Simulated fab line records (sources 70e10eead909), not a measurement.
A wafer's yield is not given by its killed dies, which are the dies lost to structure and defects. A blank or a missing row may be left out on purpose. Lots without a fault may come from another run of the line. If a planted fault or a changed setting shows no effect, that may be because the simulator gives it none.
Struck lot and sound lot, side by side    flow nand-harc    20 steps out of a route of 1302
Sound: wafers L903.1, L903.2, L903.6. Wafers struck: L897.1, L897.2, L897.6. At the end, the cause is stated.
Each step with rows lists, per side, the tool, then ch with its chambers, then its first start. Under that, the readings that differ: sound wafers    struck wafers    difference of the means    sigmas: that difference in standard deviations of wafers without a fault.
alike: readings whose means differ by less than 2 such deviations, and words and numbers that are the same on both sides. not compared: withheld readings, readings that some wafer has no value for, bounds like >300 that may hide the same value, and numbers for which the record gives no deviation and whose values overlap.
The two part at a step that has a row with sigmas, a row that says differs or no value, or rows on one side only. Non-overlapping numbers with no deviation appear without sigmas and do not part them. Lack of a reading on every wafer of one side parts them only where that side has two or more wafers.

NHARC_P_CONTACT_CMP_24: polishes, t overpolish 30 s, target thk 200 nm.
  sound on cmp-04 ch 0,1, day 13 05:16; struck on cmp-02 ch 0,2, day 10 23:07
  alike: motor-current-A, overpolish-run-s, time-to-endpoint-s
after that, 1 step had no rows for these wafers: NHARC_P_CONTACT_SRD_26.
NHARC_P_CONTACT_INSPECT_27:
  sound on defect-inspect-01 at day 13 05:38; struck on defect-inspect-01 at day 10 23:29
  alike: raw-defect-count
then, 8 steps without rows for these wafers: NHARC_P_M0_DEP_00 (deposits SiOC, target thk 150 nm); NHARC_P_M0_DEHYDRATE_01 (time 120 s); NHARC_P_M0_HMDS_02 (time 30 s); NHARC_P_M0_COAT_33 (time 65 s); NHARC_P_M0_COAT_03 (resist thk 90 nm); NHARC_P_M0_SOFTBAKE_04 (time 55 s); NHARC_P_M0_EBR_05; NHARC_P_M0_EXPOSE_06 (exposes mask P M0, target cd 90 nm).
NHARC_P_M0_PEB_07: peb time 65 s.
  sound on litho-track-01 ch 0, day 13 06:27; struck on litho-track-01 ch 0, day 11 00:19
reading                   sound                 struck                difference  sigmas
heater-power-total-W (W)  156.0 157.2 156.7     169.5 169.3 168.5     +12.5       +31
plate-temp-C (C)          100.09 100.04 100.03  106.00 105.93 105.85  +5.87       +42
then, 1 step without rows for these wafers: NHARC_P_M0_DEVELOP_08 (develop time 35 s).
NHARC_P_M0_CD_MEAS_09: the cd target is 90 nm.
  sound on cd-sem-02 ch 0, day 13 06:32; struck on cd-sem-03 ch 0, day 11 00:24
reading     sound           struck             difference  sigmas
cd-nm (nm)  89.7 91.0 89.6  104.7 104.3 105.3  +14.7       +26
NHARC_P_M0_OVL_MEAS_10: pitch 180 nm.
  sound on overlay-01 at day 13 06:37; struck on overlay-01 at day 11 00:29
  alike: overlay-x-nm, overlay-y-nm
NHARC_P_M0_INSPECT_11:
  sound on defect-inspect-02 at day 13 06:40; struck on defect-inspect-01 at day 11 00:31
reading           sound  struck  difference  sigmas
raw-defect-count  7 9 8  1 4 2   -6          -2
NHARC_P_M0_DESCUM_14: chemistry O2, time 3 s.
  sound on rie-diel-01 ch 0,1, day 13 06:43; struck on rie-diel-01 ch 0,3, day 11 00:35
reading                sound              struck             difference  sigmas
oes-product-au (a.u.)  0.997 0.980 0.972  1.012 0.995 1.009  +0.022      +2
model.P_M0.cd-nm (nm)  89.87 90.15 89.11  104.9 103.5 104.8  +14.7       
  alike: drypump-motor-current-A, rf-vpp-V, showerhead-plenum-p-Torr, throttle-valve-pct
  not compared: rf-hours-counter-h
NHARC_P_M0_ETCH_34: etches the open film in N2/H2, target depth 40 nm, overetch 12 nm, time 43.94 s.
  sound on rie-diel-01 ch 1,3, day 13 06:49; struck on rie-diel-01 ch 0,1,2, day 11 00:41
  alike: drypump-motor-current-A, h2-flow-sccm, oes-product-au, rf-fwd-power-W, rf-vpp-V, showerhead-plenum-p-Torr, throttle-valve-pct
  not compared: rf-hours-counter-h
NHARC_P_M0_ETCH_15: etches the open film in C4F8/Ar, target depth 150 nm, overetch 15 nm, time 82.5 s.
  sound on rie-diel-01 ch 1,2,3; struck on rie-diel-01 ch 1,2,3
reading                sound             struck             difference  sigmas
model.P_M0.cd-nm (nm)  90.33 90.2 89.41  105.1 103.8 105.3  +14.8       
  alike: oes-product-au, rf-fwd-power-W, rf-vpp-V
  not compared: rf-hours-counter-h
NHARC_P_M0_CD_MEAS_16:
  sound on cd-sem-03 at day 13 07:01; struck on cd-sem-01 at day 11 00:53
reading     sound           struck             difference  sigmas
cd-nm (nm)  90.2 90.2 89.7  105.2 104.0 105.4  +14.8       +20

== WHERE THEY PART ==
First at NHARC_P_M0_PEB_07; last, within this record, at NHARC_P_M0_CD_MEAS_16.

WHY: what the simulator had put in
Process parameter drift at NHARC_P_M0_PEB_07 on litho-track-01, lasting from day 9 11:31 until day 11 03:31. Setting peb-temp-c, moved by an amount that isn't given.
